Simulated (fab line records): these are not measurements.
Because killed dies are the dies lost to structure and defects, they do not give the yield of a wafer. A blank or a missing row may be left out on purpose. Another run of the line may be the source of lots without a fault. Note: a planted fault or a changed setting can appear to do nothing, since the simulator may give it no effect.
fab line records    flow nand_harc
record lots=14  wafers=42  last_day=33
route steps=1302 shown P_CONTACT@235 P_M0@260
lots that met no fault: from a run of the same line without faults
start_h: the number of hours between the record's first day and the start of the first shown wafer of the lot    wait_h: how many hours have passed since the lot's step before this one    " the same as in the row above    L1.1+2: several wafers, shown together as one row    - either no value or no given start    * or withheld: withheld    < > ~ a bound
route shown NAME@n: NAME is a module with steps in the file, n the number in the route of the first one    usual: average and standard deviation across the fault-free wafers    same: alike in all rows    chamber/n: place in a boat    sites: readings site by site    _std_site: how widely they spread, as a standard deviation    _edge_site: mean of outer sites minus mean of inner sites    radius_mm: for every site, how far away it sits from the centre of the wafer    mask NAME#n: copy n    behind: the last tool/chamber to shape the wafer    hold: the reason the lot was held/the length of the hold in hours/how it ended    device: the transistor (n, p or np) that didn't switch    end of line: the route-end tests of the same wafers    a step with no rows: only its recipe    killed: the dies lost at the first sort to structure and to defects; this is not the yield of the wafer    map: a wafer's dies, x killed, . not, _ none there
set.NAME: the setting that was run; set.NAME@STEP: the one run at that earlier step    model.NAME: the simulator's own value behind a step, which no gauge read
the route's steps for a sample of lots (tables are steps, rows are wafers)
services: when a tool's chamber went out of use (start_h, in hours from the record's first day, below 0 if earlier), for how many hours, and the reason
## steps
# step NHARC_P_CONTACT_DESCUM_17
# recipe time_s=3  o2_flow_sccm=200  ar_flow_sccm=0  bias_power_w=0  chemistry=O2
# usual drypump_motor_current_A=5.7/0.37  mfc_ar_sccm=0.007/0.0092  oes_product_au=1.001/0.011  rf_vpp_V=57.6/1  showerhead_plenum_p_Torr=1.90/0.1  throttle_valve_pct=11.311/0.0087
lot.wafer  tool         chamber  start_h  wait_h  drypump_motor_current_A  mfc_ar_sccm  oes_product_au  rf_hours_counter_h  rf_vpp_V  showerhead_plenum_p_Torr  throttle_valve_pct
L974.4     rie_diel-10  2        124.03   0.1     5.3                      0            1.006           0.9                 57.4      1.84                      11.314
L974.5     "            2        "        "       5.3                      0            1.015           -                   57.0      1.84                      11.314
L974.6     "            3        "        "       5.0                      0            1.016           -                   55.4      1.80                      11.292
L975.3     rie_diel-04  0        130.63   0.1     5.7                      0            0.999           5.9                 57.1      1.94                      11.311
L975.2     "            2        "        "       6.2                      0            0.987           5.7                 56.4      1.83                      11.287
L975.6     "            0        "        "       5.7                      0            0.999           -                   58.2      1.94                      11.317
L976.1     rie_diel-09  2        132.73   0.1     5.8                      0.011        1.019           4.8                 59.2      2.04                      11.325
L976.5     "            0        "        "       5.8                      0.014        0.989           -                   57.2      1.81                      11.297
L976.4     "            2        "        "       5.8                      0.011        1.013           -                   58.4      2.04                      11.295
L977.2     rie_diel-04  1        144.19   0.1     6.1                      0.011        0.993           7.4                 56.1      1.79                      11.318
L977.4     "            2        "        "       6.2                      0            0.997           -                   58.0      1.83                      11.311
L977.5     "            0        "        "       5.7                      0            0.993           -                   56.7      1.94                      11.309
L979.2     rie_diel-04  1        163.99   0.1     6.1                      0.011        0.979           8.2                 56.7      1.79                      11.315
L979.1     "            0        "        "       5.7                      0            0.987           8.1                 57.5      1.94                      11.311
L979.3     "            1        "        "       6.1                      0.011        0.985           -                   58.0      1.79                      11.317
L980.2     rie_diel-04  1        177.87   0.1     6.1                      0.011        0.984           11.1                57.0      1.78                      11.316
L980.5     "            2        "        "       6.1                      0            0.998           -                   57.2      1.83                      11.300
L980.6     "            3        "        "       6.5                      0.033        0.994           -                   57.3      1.88                      11.300
L981.1     rie_diel-10  1        186.54   0.1     5.5                      0.004        1.003           2.7                 57.0      1.88                      11.320
L981.5     "            3        "        "       5.0                      0            1.014           -                   56.7      1.80                      11.308
L981.6     "            0        "        "       5.6                      0.022        1.011           -                   57.7      2.05                      11.312
L982.1     rie_diel-09  1        194.93   0.1     6.0                      0            0.996           0.7                 57.4      1.82                      11.313
L982.4     "            3        "        "       5.4                      0            1.001           0.8                 58.6      2.06                      11.312
L982.6     "            1        "        "       6.1                      0            1.003           -                   56.8      1.82                      11.325
L984.2     rie_diel-09  2        221.46   0.1     5.9                      0.011        0.997           1.7                 57.9      2.03                      11.324
L984.3     "            1        "        "       6.0                      0            1.000           1.7                 58.0      1.82                      11.299
L984.6     "            3        "        "       5.4                      0            1.011           -                   57.9      2.06                      11.297
L987.4     rie_diel-09  3        243.06   0.2     5.4                      0            0.998           -                   59.7      2.06                      11.303
L987.5     "            3        "        "       5.4                      0            1.016           -                   57.7      2.06                      11.323
L987.6     "            3        "        "       5.5                      0            1.008           -                   58.1      2.06                      11.308
L990.2     rie_diel-09  0        276.36   0.1     5.8                      0.014        0.984           1.6                 57.0      1.81                      11.320
L990.1     "            2        "        "       5.9                      0.011        1.002           2.6                 58.3      2.03                      11.311
L990.6     "            1        "        "       6.0                      0            1.010           -                   59.0      1.82                      11.298
L991.1     rie_diel-09  0        288.44   0.1     5.8                      0.014        0.983           2.7                 56.4      1.81                      11.318
L991.2     "            2        "        "       5.9                      0.011        0.993           3.4                 56.6      2.03                      11.310
L991.6     "            3        "        "       5.4                      0            1.004           -                   58.1      2.06                      11.328
L993.3     rie_diel-09  2        313.57   0.1     5.8                      0.011        1.013           3.8                 57.1      2.03                      11.302
L993.4     "            0        "        "       5.8                      0.014        0.987           3.1                 56.5      1.81                      11.314
L993.5     "            2        "        "       5.8                      0.011        0.997           -                   56.9      2.03                      11.318
L997.3     rie_diel-10  0        344.62   0.1     5.6                      0.022        1.014           2.0                 58.5      2.05                      11.332
L997.4     "            2        "        "       5.3                      0            1.022           1.9                 57.5      1.84                      11.321
L997.6     "            0        "        "       5.6                      0.022        1.010           -                   59.0      2.05                      11.308
# step NHARC_P_CONTACT_ETCH_18
# recipe target_depth_a=4810  time_s=240.5  c4f8_flow_sccm=20  o2_flow_sccm=10  ar_flow_sccm=withheld  rf_w=600  bias_w=1500  chemistry=C4F8/O2/Ar
# usual oes_product_au=0.963/0.02  rf_fwd_power_W=598.6/2  rf_vpp_V=977/7
lot.wafer  tool         chamber  start_h  wait_h  oes_product_au  rf_fwd_power_W  rf_hours_counter_h  rf_vpp_V
L974.4     rie_diel-10  1        -        -       0.916           599.7           1.1                 978
L974.6     "            2        "        "       0.931           597.9           -                   974
L974.5     "            3        "        "       0.944           600.3           -                   971
L975.3     rie_diel-04  0        -        -       0.967           593.9           6.2                 980
L975.2     "            1        "        "       0.958           598.1           6.3                 971
L975.6     "            0        "        "       0.964           595.8           -                   979
L976.1     rie_diel-09  2        -        -       0.967           599.2           5.1                 985
L976.4     "            3        "        "       0.954           597.6           -                   988
L976.5     "            0        "        "       0.956           597.3           -                   971
L977.2     rie_diel-04  0        -        -       0.962           596.9           7.6                 980
L977.5     "            1        "        "       0.954           597.8           -                   971
L977.4     "            2        "        "       0.965           604.6           -                   972
L979.1     rie_diel-04  1        -        -       0.923           598.0           8.7                 969
L979.2     "            0        "        "       0.936           598.3           8.6                 980
L979.3     "            1        "        "       0.928           597.0           -                   969
L980.2     rie_diel-10  2        178.37   -       0.987           597.7           2.5                 974
L980.5     "            2        "        "       1.003           597.8           -                   973
L980.6     "            3        "        "       1.002           598.3           -                   971
L981.1     rie_diel-10  1        -        -       0.978           596.5           3.0                 976
L981.6     "            2        "        "       0.978           597.1           -                   974
L981.5     "            3        "        "       0.975           597.7           -                   970
L982.4     rie_diel-09  0        -        -       0.957           600.3           0.9                 971
L982.1     "            1        "        "       0.960           597.4           0.9                 971
L982.6     "            0        "        "       0.954           596.3           -                   970
L984.2     rie_diel-09  1        -        -       0.977           599.8           2.0                 972
L984.3     "            3        "        "       0.973           595.8           -                   989
L984.6     "            3        "        "       0.986           595.5           -                   987
L987.4     rie_diel-09  3        244.45   0.6     0.941           598.8           -                   988
L987.5     "            3        "        "       0.944           597.4           -                   986
L987.6     "            3        "        "       0.926           601.4           -                   987
L990.2     rie_diel-09  3        -        -       0.925           601.0           5.1                 987
L990.1     "            0        "        "       0.908           597.7           1.9                 972
L990.6     "            2        "        "       0.915           596.1           -                   988
L991.2     rie_diel-09  2        -        -       0.973           598.0           3.5                 987
L991.1     "            0        "        "       0.950           598.1           2.9                 971
L991.6     "            2        "        "       0.981           598.7           -                   985
L993.4     rie_diel-09  3        -        -       0.950           597.3           6.5                 989
L993.3     "            0        "        "       0.957           598.2           3.3                 970
L993.5     "            2        "        "       0.950           594.9           -                   984
L997.3     rie_diel-10  3        -        -       0.980           602.0           2.1                 971
L997.4     "            0        "        "       0.969           602.0           2.3                 987
L997.6     "            2        "        "       0.984           597.5           -                   973
# step NHARC_P_CONTACT_DEGAS_38
# recipe temp_c=300  time_s=60
# usual heater_power_w=453/53  susceptor_temp_C=300.02/0.18
lot.wafer  tool            chamber  start_h  wait_h  heater_power_w  susceptor_temp_C
L974.4     pvd_sputter-03  -        125.72   -       372             300.10
L974.6     "               -        "        "       505             299.84
L974.5     "               -        "        "       366             300.26
L975.2     pvd_sputter-02  -        132.36   -       541             300.13
L975.3     "               -        "        "       416             300.05
L975.6     "               -        "        "       511             300.12
L976.4     pvd_sputter-03  -        134.49   -       482             299.80
L976.1     "               -        "        "       484             299.91
L976.5     "               -        "        "       380             299.91
L977.2     pvd_sputter-01  -        145.96   -       480             299.95
L977.4     "               -        "        "       472             299.98
L977.5     "               -        "        "       386             299.99
L979.1     pvd_sputter-03  -        166.01   -       513             -
L979.3     "               -        "        "       376             -
L979.2     "               -        "        "       473             -
L980.2     pvd_sputter-01  -        179.51   -       423             299.98
L980.5     "               -        "        "       413             300.25
L980.6     "               -        "        "       487             299.77
L981.1     pvd_sputter-02  -        188.12   -       512             299.58
L981.5     "               -        "        "       412             299.85
L981.6     "               -        "        "       337             300.05
L982.4     pvd_sputter-03  -        196.50   -       487             299.71
L982.1     "               -        "        "       492             300.45
L982.6     "               -        "        "       497             300.29
L984.2     pvd_sputter-01  -        223.34   -       487             300.03
L984.3     "               -        "        "       420             299.78
L984.6     "               -        "        "       385             300.21
L987.4     pvd_sputter-03  -        245.85   -       371             -
L987.6     "               -        "        "       489             -
L987.5     "               -        "        "       491             -
L990.1     pvd_sputter-01  -        277.95   -       488             300.03
L990.2     "               -        "        "       506             300.32
L990.6     "               -        "        "       437             300.26
L991.2     pvd_sputter-01  -        290.02   -       412             299.89
L991.1     "               -        "        "       432             300.17
L991.6     "               -        "        "       415             300.14
L993.4     pvd_sputter-02  -        315.17   -       398             300.15
L993.3     "               -        "        "       340             299.88
L993.5     "               -        "        "       519             299.71
L997.4     pvd_sputter-03  -        346.20   -       382             299.92
L997.3     "               -        "        "       496             299.90
L997.6     "               -        "        "       504             299.70
# step NHARC_P_M0_EXPOSE_06
# recipe na=1.35  target_cd_nm=90  dose_mj=81.28  mask_id=P_M0
# usual exposure_dose_mJ_cm2=81.27/0.082
lot.wafer  tool             chamber  start_h  wait_h  mask    exposure_dose_mJ_cm2
L974.4     arfi_scanner-01  0        127.85   -       P_M0#0  81.37
L974.5     "                0        "        "       P_M0#0  81.21
L974.6     "                0        "        "       P_M0#0  81.27
L975.2     arfi_scanner-02  0        134.62   -       P_M0#0  81.38
L975.3     "                0        "        "       P_M0#0  81.23
L975.6     "                0        "        "       P_M0#0  81.25
L976.1     arfi_scanner-01  0        136.74   -       P_M0#0  81.34
L976.4     "                0        "        "       P_M0#0  81.33
L976.5     "                0        "        "       P_M0#0  81.25
L977.2     arfi_scanner-02  0        148.21   -       P_M0#0  81.26
L977.4     "                0        "        "       P_M0#0  81.31
L977.5     "                0        "        "       P_M0#0  81.23
L979.1     arfi_scanner-02  0        168.83   -       P_M0#0  81.24
L979.2     "                0        "        "       P_M0#0  81.36
L979.3     "                0        "        "       P_M0#0  81.39
L980.2     arfi_scanner-03  0        181.77   -       P_M0#0  81.24
L980.5     "                0        "        "       P_M0#0  81.19
L980.6     "                0        "        "       P_M0#0  81.26
L981.1     arfi_scanner-02  0        190.76   -       P_M0#0  81.31
L981.5     "                0        "        "       P_M0#0  81.26
L981.6     "                0        "        "       P_M0#0  81.27
L982.1     arfi_scanner-02  0        198.68   -       P_M0#0  81.28
L982.4     "                0        "        "       P_M0#0  81.45
L982.6     "                0        "        "       P_M0#0  81.40
L984.2     arfi_scanner-02  0        225.59   -       P_M0#0  42.53
L984.3     "                0        "        "       P_M0#0  42.53
L984.6     "                0        "        "       P_M0#0  42.39
L987.4     arfi_scanner-03  0        248.00   -       P_M0#0  81.27
L987.5     "                0        "        "       P_M0#0  81.40
L987.6     "                0        "        "       P_M0#0  81.26
L990.1     arfi_scanner-02  0        280.20   -       P_M0#0  50.07
L990.2     "                0        "        "       P_M0#0  50.19
L990.6     "                0        "        "       P_M0#0  50.15
L991.1     arfi_scanner-03  0        292.14   -       P_M0#0  81.39
L991.2     "                0        "        "       P_M0#0  81.33
L991.6     "                0        "        "       P_M0#0  81.46
L993.3     arfi_scanner-03  0        317.47   -       P_M0#0  81.14
L993.4     "                0        "        "       P_M0#0  81.14
L993.5     "                0        "        "       P_M0#0  81.20
L997.3     arfi_scanner-01  0        348.46   -       P_M0#0  81.17
L997.4     "                0        "        "       P_M0#0  81.12
L997.6     "                0        "        "       P_M0#0  81.17
# step NHARC_P_M0_CD_MEAS_09
# recipe target_cd_nm=90  landing_energy_ev=500
# usual cd_nm=89.9/0.7
lot.wafer  tool       chamber  start_h  wait_h  cd_nm
L974.4     cd_sem-03  0        127.99   -       90.4
L974.5     "          0        "        "       90.4
L974.6     "          0        "        "       90.0
L975.2     cd_sem-01  0        134.76   -       90.0
L975.3     "          0        "        "       90.5
L975.6     "          0        "        "       90.6
L976.1     cd_sem-01  0        136.88   -       89.6
L976.4     "          0        "        "       88.8
L976.5     "          0        "        "       88.8
L977.2     cd_sem-03  0        148.35   -       88.9
L977.4     "          0        "        "       88.5
L977.5     "          0        "        "       89.3
L979.1     cd_sem-01  0        168.96   -       89.4
L979.2     "          0        "        "       89.2
L979.3     "          0        "        "       89.1
L980.2     cd_sem-01  0        181.90   -       89.7
L980.5     "          0        "        "       89.7
L980.6     "          0        "        "       89.1
L981.1     cd_sem-01  0        190.90   -       90.2
L981.5     "          0        "        "       90.2
L981.6     "          0        "        "       89.8
L982.1     cd_sem-01  0        198.82   -       89.4
L982.4     "          0        "        "       89.4
L982.6     "          0        "        "       89.8
L984.2     cd_sem-01  0        225.72   -       50.7
L984.3     "          0        "        "       50.8
L984.6     "          0        "        "       50.8
L987.4     cd_sem-02  0        248.13   -       89.5
L987.5     "          0        "        "       89.4
L987.6     "          0        "        "       90.0
L990.1     cd_sem-01  0        280.34   -       60.5
L990.2     "          0        "        "       59.3
L990.6     "          0        "        "       60.4
L991.1     cd_sem-01  0        292.28   -       90.1
L991.2     "          0        "        "       90.7
L991.6     "          0        "        "       90.4
L993.3     cd_sem-02  0        317.60   -       90.0
L993.4     "          0        "        "       88.8
L993.5     "          0        "        "       90.2
L997.3     cd_sem-01  0        348.59   -       90.0
L997.4     "          0        "        "       90.7
L997.6     "          0        "        "       90.5
# step NHARC_P_M0_CD_MEAS_16
# usual cd_nm=89.8/0.9
lot.wafer  tool       chamber  start_h  wait_h  cd_nm
L974.4     cd_sem-03  -        128.48   -       89.9
L974.5     "          -        "        "       90.6
L974.6     "          -        "        "       89.1
L975.2     cd_sem-03  -        135.24   -       91.4
L975.3     "          -        "        "       89.9
L975.6     "          -        "        "       90.4
L976.1     cd_sem-02  -        137.36   -       89.2
L976.4     "          -        "        "       87.9
L976.5     "          -        "        "       88.8
L977.2     cd_sem-01  -        148.90   -       89.3
L977.4     "          -        "        "       89.4
L977.5     "          -        "        "       89.4
L979.1     cd_sem-03  -        169.45   -       88.7
L979.2     "          -        "        "       88.2
L979.3     "          -        "        "       89.0
L980.2     cd_sem-03  -        182.39   -       89.6
L980.5     "          -        "        "       90.0
L980.6     "          -        "        "       89.5
L981.1     cd_sem-03  -        191.38   -       89.9
L981.5     "          -        "        "       90.6
L981.6     "          -        "        "       89.3
L982.1     cd_sem-02  -        199.31   -       89.6
L982.4     "          -        "        "       88.4
L982.6     "          -        "        "       89.4
L984.2     cd_sem-02  -        226.30   -       50.8
L984.3     "          -        "        "       50.9
L984.6     "          -        "        "       52.2
L987.4     cd_sem-01  -        248.61   -       89.3
L987.5     "          -        "        "       89.8
L987.6     "          -        "        "       89.8
L990.1     cd_sem-02  -        280.85   -       61.0
L990.2     "          -        "        "       59.5
L990.6     "          -        "        "       61.4
L991.1     cd_sem-01  -        293.12   -       90.5
L991.2     "          -        "        "       90.5
L991.6     "          -        "        "       90.7
L993.3     cd_sem-03  -        318.09   -       89.2
L993.4     "          -        "        "       87.8
L993.5     "          -        "        "       89.9
L997.3     cd_sem-03  -        349.08   -       90.7
L997.4     "          -        "        "       90.6
L997.6     "          -        "        "       90.6
## services
tool             chamber  start_h  hours  kind
rie_diel-04      0        108.33   6.1    repair
rie_diel-09      1        109.73   29.0   repair
rie_diel-09      2        114.84   2.4    repair
rie_diel-04      3        115.29   55.7   repair
rie_diel-09      3        119.65   7.7    repair
rie_diel-10      -        133.77   1.0    repair
arfi_scanner-02  -        140.01   4.0    pm
rie_diel-09      -        143.10   9.0    pm
rie_diel-04      2        159.95   16.0   repair
rie_diel-04      -        177.90   9.0    pm
rie_diel-10      -        201.11   0.3    repair
rie_diel-09      0        217.04   7.0    repair
arfi_scanner-02  -        220.20   2.8    repair
rie_diel-09      0        224.60   40.6   repair
rie_diel-09      1        237.58   6.7    repair
rie_diel-09      2        239.99   12.1   repair
rie_diel-10      -        242.50   9.0    pm
rie_diel-09      -        246.21   0.8    repair
arfi_scanner-02  -        251.97   0.7    repair
arfi_scanner-02  -        268.87   5.0    repair
rie_diel-10      2        279.55   5.3    repair
arfi_scanner-02  -        312.01   4.0    pm
rie_diel-04      3        319.71   31.3   repair
rie_diel-09      -        320.10   9.0    pm
## key
first_sign step=NHARC_P_M0_EXPOSE_06  reading=exposure_dose_mJ_cm2  direction=down  sigmas=99+  usual=81.27  struck=46.31
effect step=NHARC_P_M0_CD_MEAS_09  reading=cd_nm  direction=down  sigmas=50  usual=89.9  struck=55.4  through=control_loop
effect step=NHARC_P_M0_CD_MEAS_16  reading=cd_nm  direction=down  sigmas=38  usual=89.8  struck=56.0  through=control_loop
met_at NHARC_P_M0_EXPOSE_06
struck_lots L984,L990
later_rows_left_out L984.2,L984.3,L984.6,L990.1,L990.2,L990.6
sort_left_out L984.2,L984.3,L984.6,L990.1,L990.2,L990.6
loop_trim step=NHARC_P_M0_EXPOSE_06  setting=dose  lots=L990
not_acting_at NHARC_P_CONTACT_DESCUM_17,NHARC_P_CONTACT_ETCH_18,NHARC_P_CONTACT_DEGAS_38
onset_between 198.68 225.59
fault kind=process_parameter_drift  tool=arfi_scanner-02  chamber=-  onset_h=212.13  steps=NHARC_P_M0_EXPOSE_06  channel=dose_mj  offset=-38.754  shape=step  acts_in=these_recipes_only  stated=81.28
# sort_left_out: the simulated sort isn't trusted on such a fault, so these wafers' sort isn't shown, and their yield isn't known
# later_rows_left_out: the simulator's readings of these wafers behind a module that went badly wrong aren't trusted and aren't shown, but for the sort
# loop_trim: a control loop set the setting to another value than it would have without faults
